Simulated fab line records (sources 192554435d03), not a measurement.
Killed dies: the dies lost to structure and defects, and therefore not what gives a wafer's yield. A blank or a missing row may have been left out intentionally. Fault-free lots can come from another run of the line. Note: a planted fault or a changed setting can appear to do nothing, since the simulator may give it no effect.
Matching of chambers | flow n5_finfet | 4 sister chambers for N5_FIN_SAQP_SPACER1_ETCHBACK_25 on rie_diel-02
The step etches SiO2 in CHF3/O2, target depth 24.4 nm, time 12.2 s. 8 wafers are shown with their chamber, then 12 later ones without.

EACH WAFER AND ITS CHAMBER
wafer  | chamber | drypump_motor_current_A (A) | throttle_valve_pct (%)
L086.1 | 3       | 5.7                         | 18.95
L087.5 | 3       | 5.7                         | 18.95
L087.6 | 0       | 6.3                         | 19.09
L090.2 | 1       | 5.5                         | 19.21
L090.4 | 0       | 6.3                         | 19.07
L091.1 | 2       | 5.2                         | 18.59
L091.3 | 1       | 5.5                         | 19.21
L091.6 | 2       | 5.3                         | 18.58

WAFERS WHOSE CHAMBER IS MISSING
wafer  | drypump_motor_current_A (A) | throttle_valve_pct (%)
L093.1 | 6.3                         | 19.10
L093.3 | 5.7                         | 18.96
L093.5 | 5.5                         | 19.21
L094.1 | 5.5                         | 19.22
L094.2 | 6.3                         | 19.11
L094.5 | 5.2                         | 18.61
L095.1 | 5.5                         | 19.21
L095.5 | 5.2                         | 18.61
L095.6 | 5.5                         | 19.21
L096.3 | 6.3                         | 19.09
L096.5 | 6.4                         | 19.11
L096.6 | 5.5                         | 19.21

WHICH CHAMBER EACH WENT THROUGH
wafer  | from the rows above | in truth
L093.1 | 0                   | 0
L093.3 | 3                   | 3
L093.5 | 1                   | 1
L094.1 | 1                   | 1
L094.2 | 0                   | 0
L094.5 | 2                   | 2
L095.1 | 1                   | 1
L095.5 | 2                   | 2
L095.6 | 1                   | 1
L096.3 | 0                   | 0
L096.5 | 0                   | 0
L096.6 | 1                   | 1
Correctly placed: 12 of 12. Number that these rows cannot place: 0. Wrongly placed: 0.
How it was worked out, from the rows above alone: a wafer's distance from a chamber is the root of the sum, over the readings, of the square of ((its reading less the chamber's mean) divided by the reading's scatter). The wafer belongs to the nearest chamber; if the next one is less than 2 further off, it can't be placed. A chamber's mean is the mean of its shown wafers. How the scatter is found: for the shown wafers, subtract from each reading the mean of its chamber, square and add these, divide the total by (wafers less chambers), then take the root.
